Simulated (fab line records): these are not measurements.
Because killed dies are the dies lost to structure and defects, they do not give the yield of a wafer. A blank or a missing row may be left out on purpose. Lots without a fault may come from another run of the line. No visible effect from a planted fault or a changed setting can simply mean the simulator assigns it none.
Chamber matching | flow n5_finfet | N5_BEOL_M7_DESCUM_16 on rie_diel-04: 4 sister chambers
The step chemistry O2, time 7.9 s. 4 wafers are shown with their chamber, then 12 later ones without.

== WAFERS, EACH WITH ITS CHAMBER ==
wafer  | chamber | drypump_motor_current_A (A)
L087.1 | 1       | 5.6
L087.4 | 2       | 4.7
L085.1 | 3       | 6.4
L085.6 | 0       | 5.3

== WAFERS MISSING THEIR CHAMBER ==
wafer  | drypump_motor_current_A (A)
L089.2 | 6.5
L089.3 | 5.6
L089.6 | 5.6
L094.2 | 5.3
L094.3 | 4.8
L094.5 | 5.3
L095.1 | 4.8
L095.2 | 5.3
L095.4 | 5.6
L097.1 | 5.6
L097.4 | 5.3
L097.5 | 4.8

== WHICH CHAMBER EACH WENT THROUGH ==
wafer  | from the rows above | in truth
L089.2 | 3                   | 3
L089.3 | 1                   | 1
L089.6 | 1                   | 1
L094.2 | 0                   | 0
L094.3 | 2                   | 2
L094.5 | 0                   | 0
L095.1 | 2                   | 2
L095.2 | 0                   | 0
L095.4 | 1                   | 1
L097.1 | 1                   | 1
L097.4 | 0                   | 0
L097.5 | 2                   | 2
Correct placement for 12 of the 12. Left unplaced by these rows: 0. Number placed wrongly: 0.
How it was worked out, from the rows above alone: a wafer's distance from a chamber is the root of the sum, over the readings, of the square of ((its reading less the chamber's mean) divided by the reading's scatter). If the next closest chamber is less than 2 further off than the closest, the wafer can't be placed; otherwise it belongs to the closest. A chamber's mean is the mean of its shown wafers. The scatter: with one shown wafer a chamber, the root of the mean of the squares of how far each hidden wafer lies from its nearest shown one.
